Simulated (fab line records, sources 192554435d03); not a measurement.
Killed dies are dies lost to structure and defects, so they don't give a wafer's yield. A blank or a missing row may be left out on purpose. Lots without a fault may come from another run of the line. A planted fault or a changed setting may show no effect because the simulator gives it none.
Chamber matching | flow n5_finfet | N5_BEOL_M3_STRIP_19 on rie_diel-03: 4 sister chambers
The step strips in O2. 4 wafers are shown with their chamber, then 9 later ones without.

WAFERS WITH THEIR CHAMBER
wafer  | chamber | drypump_motor_current_A (A)
L083.5 | 1       | 5.6
L084.1 | 0       | 5.0
L084.4 | 2       | 5.0
L084.6 | 3       | 6.2

WAFERS WITHOUT THEIR CHAMBER
wafer  | drypump_motor_current_A (A)
L086.1 | 5.6
L086.2 | 5.1
L086.3 | 6.2
L096.1 | 5.0
L096.3 | 6.2
L096.5 | 5.6
L097.1 | 5.0
L097.4 | 5.1
L097.5 | 5.6

WHICH CHAMBER EACH WENT THROUGH
wafer  | from the rows above     | in truth
L086.1 | 1                       | 1
L086.2 | can't be placed: 0 or 2 | 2
L086.3 | 3                       | 3
L096.1 | can't be placed: 0 or 2 | 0
L096.3 | 3                       | 3
L096.5 | 1                       | 1
L097.1 | can't be placed: 0 or 2 | 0
L097.4 | can't be placed: 0 or 2 | 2
L097.5 | 1                       | 1
Placed correctly: 5 of 9. Can't be placed from these rows: 4 (the true chamber is among the candidates in 4). Placed wrongly: 0.
How it was worked out, from the rows above alone: a wafer's distance from a chamber is the root of the sum, over the readings, of the square of ((its reading less the chamber's mean) divided by the reading's scatter). The wafer belongs to the nearest chamber; if the next one is less than 2 further off, it can't be placed. A chamber's mean is the mean of its shown wafers. The scatter: with one shown wafer a chamber, the root of the mean of the squares of how far each hidden wafer lies from its nearest shown one.
